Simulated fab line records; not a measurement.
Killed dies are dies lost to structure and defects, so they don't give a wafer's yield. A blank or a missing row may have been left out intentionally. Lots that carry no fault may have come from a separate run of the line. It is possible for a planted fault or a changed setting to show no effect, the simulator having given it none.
Chamber matching ; flow n5-finfet ; 4 sister chambers for N5_BEOL_M1_ALD_84 on ald-metal-02
The step deposits TaN, pulse time 2 s, purge time 3 s, co reactant purge time 2 s. 4 wafers are shown with their chamber, then 10 later ones without.

## EACH WAFER AND ITS CHAMBER
wafer;chamber;heater-power-w (W)
L084.6;2;460
L085.4;3;486
L087.2;1;419
L087.3;0;425

## WAFERS WITHOUT THEIR CHAMBER
wafer;heater-power-w (W)
L087.5;462
L090.1;468
L090.5;416
L090.6;461
L094.2;415
L094.5;469
L094.6;479
L097.1;457
L097.2;477
L097.6;426

## WHICH CHAMBER EACH WENT THROUGH
wafer;from the rows above;in truth
L087.5;2;2
L090.1;can't be placed: 2 or 3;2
L090.5;can't be placed: 1 or 0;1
L090.6;2;2
L094.2;can't be placed: 1 or 0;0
L094.5;can't be placed: 2 or 3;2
L094.6;3;3
L097.1;2;2
L097.2;can't be placed: 3 or 2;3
L097.6;can't be placed: 0 or 1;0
Correct placement for 4 of the 10. These rows do not allow placing 6 (true chamber among the candidates in 6). Placed wrongly: 0.
How it was worked out, from the rows above alone: a wafer's distance from a chamber is the root of the sum, over the readings, of the square of ((its reading less the chamber's mean) divided by the reading's scatter). The wafer belongs to the nearest chamber; if the next one is less than 2 further off, it can't be placed. A chamber's mean is the mean of its shown wafers. The scatter (one wafer shown for each chamber): square how far every hidden wafer sits from the nearest shown wafer, average those squares and take the square root.
